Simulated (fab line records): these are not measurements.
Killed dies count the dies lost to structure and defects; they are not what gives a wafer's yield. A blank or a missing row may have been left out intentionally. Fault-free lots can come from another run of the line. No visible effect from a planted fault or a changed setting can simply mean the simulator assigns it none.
fab line records | flow nand-harc
record lots=6 wafers=18 last-day=24
route steps=1159 shown P_GATE@170
lots with no fault: from the same line, run without faults
start-h: the number of hours between the record's first day and the start of the first shown wafer of the lot | wait-h: time in hours since the lot's previous step | " identical to the entry in the row above | L1.1+2: a row that stands for several wafers | - value missing, or start not given | * or withheld: withheld | < > ~ a bound
route shown NAME@n: names a module that has steps shown in the file, with the first one's number in the route | usual: average and standard deviation across the fault-free wafers | same: alike in all rows | chamber/n: place in a boat | sites: per-site readings | _std_site: the values' standard deviation | _edge_site: outer sites' mean less inner sites' | radius-mm: how far each site lies from the wafer's centre | mask NAME#n: copy n | behind: the most recent tool/chamber to have shaped the wafer | hold: reason for holding the lot/hours on hold/outcome of the hold | device: transistor that didn't switch, given as n, p or np | end of line: at the end of the route, the tests of the same wafers | a step without rows: its recipe alone | killed: dies lost to structure and defects at the first sort, not the wafer's yield | map: the dies of a wafer, with x for killed, . for not killed, _ for no die there
set.NAME: the setting that was run; set.NAME@STEP: the one run at that earlier step | model.NAME: the simulator's own value behind a step, which no gauge read
a table for each step, a row for each wafer; lots at some steps of the route
services: from which hour (start-h, from the record's first day; less than 0 if before it) a tool's chamber was out of use, for how many hours, and why
## steps
# step NHARC_P_GATE_CD_MEAS_46
# recipe target-cd-nm=720 landing-energy-ev=500
# usual cd-nm=719.8/1.2
# columns lot.wafer tool chamber start-h wait-h cd-nm
L714.2 cd-sem-01 0 146.32 - 717.1
L714.5 " 0 " " 718.1
L714.6 " 0 " " 720.2
L715.1 cd-sem-02 0 154.90 - 718.3
L715.2 " 0 " " 720.3
L715.5 " 0 " " 719.3
L720.1 cd-sem-02 0 184.63 - 721.0
L720.2 " 0 " " 722.3
L720.6 " 0 " " 719.0
L728.4 cd-sem-02 0 229.78 - 719.9
L728.5 " 0 " " 719.0
L728.6 " 0 " " 718.7
L730.1 cd-sem-03 0 229.94 - 719.3
L730.2 " 0 " " 720.9
L730.5 " 0 " " 721.1
L729.1 cd-sem-03 0 230.12 - 720.0
L729.3 " 0 " " 721.9
L729.4 " 0 " " 721.5
# step NHARC_P_GATE_HARDBAKE_47
# recipe temp-c=125 time-s=80
# step NHARC_P_GATE_DESCUM_48
# recipe time-s=3 o2-flow-sccm=200 ar-flow-sccm=0 bias-power-w=0 chemistry=O2
# usual drypump-motor-current-A=5.6/0.57 oes-product-au=0.998/0.0075 rf-vpp-V=57.9/0.85 showerhead-plenum-p-Torr=1.91/0.056 throttle-valve-pct=11.312/0.009
# columns lot.wafer tool chamber start-h wait-h drypump-motor-current-A oes-product-au rf-hours-counter-h rf-vpp-V showerhead-plenum-p-Torr throttle-valve-pct
L714.2 rie-diel-05 2 146.48 - 4.7 1.002 27 58.3 1.92 11.319
L714.6 " 2 " " 4.7 1.006 - 58.0 1.92 11.317
L714.5 " 3 " " 5.0 0.996 - 57.5 1.90 11.302
L715.1 rie-diel-05 3 155.06 - 5.0 1.001 29 58.9 1.90 11.310
L715.2 " 1 " " 6.1 1.002 22 56.7 1.85 11.306
L715.5 " 3 " " 5.0 1.006 - 56.7 1.90 11.315
L720.1 rie-diel-01 2 184.82 - 6.3 1.002 15 56.6 1.89 11.305
L720.2 " 3 " " 5.7 0.999 16 57.7 1.94 11.306
L720.6 " 0 " " 6.2 0.996 - 59.4 1.98 11.323
L728.4 rie-diel-01 2 229.95 - 6.3 0.990 29 57.4 1.88 11.316
L728.5 " 0 " " 6.2 0.985 - 59.6 1.98 11.299
L728.6 " 1 " " 5.1 0.985 - 57.4 2.02 11.310
L730.1 rie-diel-05 1 230.10 - 6.1 1.002 11 58.1 1.84 11.320
L730.2 " 2 " " 4.7 0.999 11 58.4 1.91 11.311
L730.5 " 1 " " 6.1 0.995 - 57.1 1.84 11.310
L729.4 rie-diel-01 2 230.28 - 6.3 0.995 29 59.0 1.88 11.318
L729.3 " 3 " " 5.7 0.995 31 59.0 1.93 11.314
L729.1 " 1 " " 5.1 0.993 31 60.0 2.02 11.307
# step NHARC_P_GATE_IMPLANT_49
# recipe energy-kev=30 dose-cm2=3e+15 tilt-deg=7
# step NHARC_P_GATE_STRIP_111
# recipe power-w=1500 temp-c=110 time-s=250 chemistry=N2/H2
# usual drypump-motor-current-A=5.57/0.28 heater-power-w=85/7.4
# columns lot.wafer tool chamber start-h wait-h drypump-motor-current-A heater-power-w rf-hours-counter-h
L714.2 plasma-asher-01 1 146.90 0.2 5.53 94 12
L714.5 " 0 " " 6.01 76 -
L714.6 " 1 " " 5.53 95 -
L715.1 plasma-asher-02 1 155.51 0.3 5.26 88 48
L715.2 " 0 " " 5.43 77 48
L715.5 " 1 " " 5.27 93 -
L720.1 plasma-asher-01 0 185.17 0.2 6.03 78 25
L720.2 " 1 " " 5.53 92 25
L720.6 " 1 " " 5.53 93 -
L728.4 plasma-asher-02 0 230.47 0.3 5.44 82 -
L728.6 " 1 " " 5.27 89 -
L728.5 " 0 " " 5.39 81 -
L730.2 plasma-asher-01 1 230.47 0.2 5.53 93 43
L730.1 " 0 " " 6.02 77 43
L730.5 " 1 " " 5.51 94 -
L729.1 plasma-asher-02 0 230.68 0.2 5.45 81 14
L729.3 " 0 " " 5.44 82 -
L729.4 " 1 " " 5.26 89 -
# step NHARC_P_GATE_STRIP_75
# recipe power-w=1500 temp-c=250 chemistry=O2
# usual drypump-motor-current-A=5.57/0.28 heater-power-w=315/28
# columns lot.wafer tool chamber start-h wait-h drypump-motor-current-A heater-power-w rf-hours-counter-h
L714.2 plasma-asher-01 1 147.16 0.2 5.49 343 12
L714.5 " 0 " " 6.02 281 -
L714.6 " 1 " " 5.51 351 -
L715.1 plasma-asher-02 1 155.82 0.3 5.25 345 49
L715.2 " 0 " " 5.44 285 49
L715.5 " 1 " " 5.27 334 -
L720.1 plasma-asher-01 0 185.47 0.2 6.02 285 26
L720.2 " 1 " " 5.52 344 26
L720.6 " 1 " " 5.52 341 -
L728.4 plasma-asher-02 0 230.65 0.1 5.46 306 -
L728.6 " 1 " " 5.24 329 -
L728.5 " 0 " " 5.42 305 -
L730.2 plasma-asher-01 1 230.77 0.3 5.50 346 43
L730.1 " 0 " " 6.01 283 43
L730.5 " 1 " " 5.52 339 -
L729.1 plasma-asher-02 0 230.98 0.2 5.47 303 14
L729.3 " 0 " " 5.44 296 -
L729.4 " 1 " " 5.24 328 -
# step NHARC_P_GATE_STRIP_50
# recipe time-s=900 temp-c=130 chemistry=SPM
# step NHARC_P_GATE_DEHYDRATE_51
# recipe temp-c=150 time-s=120
# step NHARC_P_GATE_HMDS_52
# recipe time-s=30
# step NHARC_P_GATE_COAT_53
# recipe spin-rpm=3000
# step NHARC_P_GATE_SOFTBAKE_54
# recipe temp-c=122 time-s=95
# step NHARC_P_GATE_EBR_55
# step NHARC_P_GATE_EXPOSE_56
# recipe na=0.6 target-cd-nm=720 dose-mj=14.81 mask-id=P_PSD
# usual exposure-dose-mJ-cm2=14.807/0.017
# columns lot.wafer tool chamber start-h wait-h mask exposure-dose-mJ-cm2
L714.2 krf-scanner-04 0 147.92 - P_PSD#0 14.785
L714.5 " 0 " " P_PSD#0 14.773
L714.6 " 0 " " P_PSD#0 14.761
L715.1 krf-scanner-04 0 156.59 - P_PSD#0 14.844
L715.2 " 0 " " P_PSD#0 14.818
L715.5 " 0 " " P_PSD#0 14.820
L720.1 krf-scanner-01 0 186.23 - P_PSD#0 14.798
L720.2 " 0 " " P_PSD#0 14.809
L720.6 " 0 " " P_PSD#0 14.799
L728.4 krf-scanner-01 0 231.40 - P_PSD#0 16.327
L728.5 " 0 " " P_PSD#0 16.338
L728.6 " 0 " " P_PSD#0 16.348
L730.1 krf-scanner-04 0 231.55 - P_PSD#0 14.814
L730.2 " 0 " " P_PSD#0 14.813
L730.5 " 0 " " P_PSD#0 14.787
L729.1 krf-scanner-01 0 231.75 - P_PSD#0 16.344
L729.3 " 0 " " P_PSD#0 16.342
L729.4 " 0 " " P_PSD#0 16.329
# step NHARC_P_GATE_PEB_57
# recipe peb-temp-c=118 peb-time-s=85
# step NHARC_P_GATE_DEVELOP_58
# recipe time-s=70
# step NHARC_P_GATE_CD_MEAS_59
# recipe target-cd-nm=720 landing-energy-ev=500
# usual cd-nm=720.1/1.4
# columns lot.wafer tool chamber start-h wait-h cd-nm
L714.2 cd-sem-02 0 148.08 - 721.2
L714.5 " 0 " " 720.5
L714.6 " 0 " " 720.5
L715.1 cd-sem-02 0 156.74 - 718.7
L715.2 " 0 " " 718.4
L715.5 " 0 " " 720.4
L720.1 cd-sem-02 0 186.39 - 718.0
L720.2 " 0 " " 717.7
L720.6 " 0 " " 719.3
L728.4 cd-sem-01 0 231.55 - 739.0
L728.5 " 0 " " 738.8
L728.6 " 0 " " 738.0
L730.1 cd-sem-02 0 231.70 - 720.6
L730.2 " 0 " " 721.1
L730.5 " 0 " " 722.0
L729.1 cd-sem-03 0 231.91 - 735.9
L729.3 " 0 " " 738.0
L729.4 " 0 " " 737.7
# step NHARC_P_GATE_HARDBAKE_60
# recipe temp-c=125 time-s=80
## services
# columns tool chamber start-h hours kind
krf-scanner-04 - 126.00 4.0 pm
rie-diel-01 - 137.85 9.0 pm
rie-diel-01 0 137.85 9.0 vent-cycle
rie-diel-01 1 137.85 9.0 vent-cycle
rie-diel-01 2 137.85 9.0 vent-cycle
rie-diel-01 3 137.85 9.0 vent-cycle
rie-diel-05 0 142.67 - clean
rie-diel-05 1 142.67 - clean
rie-diel-05 2 142.67 - clean
rie-diel-05 3 142.67 - clean
rie-diel-01 0 146.85 - clean
rie-diel-01 1 146.85 - clean
rie-diel-01 2 146.85 - clean
rie-diel-01 3 146.85 - clean
rie-diel-01 0 160.11 7.4 repair
rie-diel-05 - 163.60 9.0 pm
rie-diel-05 0 163.60 9.0 vent-cycle
rie-diel-05 1 163.60 9.0 vent-cycle
plasma-asher-02 - 183.00 9.0 pm
plasma-asher-02 0 183.00 9.0 vent-cycle
plasma-asher-02 1 183.00 9.0 vent-cycle
rie-diel-05 3 185.74 23.8 repair
plasma-asher-02 0 192.00 - clean
plasma-asher-02 1 192.00 - clean
## key
first-sign step=NHARC_P_GATE_EXPOSE_56 reading=exposure-dose-mJ-cm2 direction=up sigmas=89 usual=14.807 struck=16.338
effect step=NHARC_P_GATE_CD_MEAS_59 reading=cd-nm direction=up sigmas=13 usual=720.1 struck=737.9
met-at NHARC_P_GATE_EXPOSE_56
struck-wafers L728.4,L728.5,L728.6,L729.1,L729.3,L729.4
tester-left-out L728,L729
onset-between 186.23 231.40
fault kind=process-parameter-drift tool=krf-scanner-01 chamber=- onset-h=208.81 steps=NHARC_P_GATE_EXPOSE_56 channel=dose-mj offset=1.5316 shape=step acts-in=these-recipes-only stated=14.81
# tester-left-out: of these lots the tester's yield and bins aren't shown, on N5 and GAA mostly nor the transistor test; their killed dies are dies lost to structure and defects alone, not to doping, threshold or leakage, so they don't give the yield
